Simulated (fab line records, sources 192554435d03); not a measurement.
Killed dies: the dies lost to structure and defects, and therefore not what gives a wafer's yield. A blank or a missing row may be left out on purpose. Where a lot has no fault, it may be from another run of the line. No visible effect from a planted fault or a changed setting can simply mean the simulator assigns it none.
Chamber matching    flow n5_finfet    3 sister chambers for N5_BEOL_M10_PECVD_70 on pecvd-01
The step deposits SiO2 from TEOS/O2, target thk 20 nm, time 22.7 s. 20 wafers are shown with their chamber, then 10 later ones without.

== WAFERS PAIRED WITH THEIR CHAMBERS ==
wafer   chamber  throttle_valve_pct (%)  showerhead_plenum_p_Torr (Torr)  rf_fwd_power_W (W)
L077.3  0        23.3                    8.79                             445.8
L077.4  2        21.9                    8.69                             441.9
L077.5  1        21.1                    8.62                             445.5
L079.3  0        23.5                    8.76                             444.5
L079.4  2        21.7                    8.71                             444.3
L079.6  0        23.6                    8.77                             445.0
L081.1  0        23.6                    8.80                             443.1
L081.2  1        21.1                    8.65                             447.9
L081.3  1        21.4                    8.64                             447.5
L081.4  0        23.7                    8.77                             443.9
L081.5  0        23.7                    8.80                             442.2
L081.6  1        20.9                    8.62                             449.5
L083.1  1        21.3                    8.62                             448.9
L083.2  0        23.6                    8.79                             443.1
L083.6  1        21.2                    8.64                             447.0
L085.1  0        23.7                    8.79                             442.1
L085.3  1        21.1                    8.65                             445.4
L085.6  1        20.9                    8.64                             444.4
L090.1  1        21.0                    8.62                             446.2
L090.2  2        21.8                    8.71                             442.7

SIGNATURES (averages over the wafers above)
reading                   chamber 0  chamber 1  chamber 2  scatter within a chamber
throttle_valve_pct        23.587     21.111     21.800     0.149
showerhead_plenum_p_Torr  8.7837     8.6333     8.7033     0.0138
rf_fwd_power_W            443.712    446.922    442.967    1.5
Rule: a wafer's distance from a chamber is the root of the sum, over the readings, of the square of ((its reading less the chamber's mean) divided by the reading's scatter). The wafer belongs to the nearest chamber; if the next one is less than 2 further off, it can't be placed. The scatter is the square root of a quotient: the sum, over the shown wafers, of each reading's squared deviation from its chamber's mean, divided by wafers minus chambers.

== WAFERS WITH NO CHAMBER GIVEN ==
wafer   throttle_valve_pct (%)  showerhead_plenum_p_Torr (Torr)  rf_fwd_power_W (W)
L090.3  23.7                    8.79                             441.4
L090.4  21.1                    8.63                             445.9
L090.5  23.7                    8.81                             444.5
L090.6  21.8                    8.72                             444.4
L093.3  21.8                    8.71                             444.7
L093.5  22.2                    8.69                             445.4
L093.6  23.8                    8.77                             441.8
L095.1  23.7                    8.80                             444.0
L095.2  21.2                    8.63                             446.9
L095.3  21.9                    8.70                             442.4

== EACH ONE'S CHAMBER ==
wafer   from the rows above  in truth
L090.3  0                    0
L090.4  1                    1
L090.5  0                    0
L090.6  2                    2
L093.3  2                    2
L093.5  2                    2
L093.6  0                    0
L095.1  0                    0
L095.2  1                    1
L095.3  2                    2
10 of 10 placed correctly. Number that these rows cannot place: 0. Wrongly placed: 0.
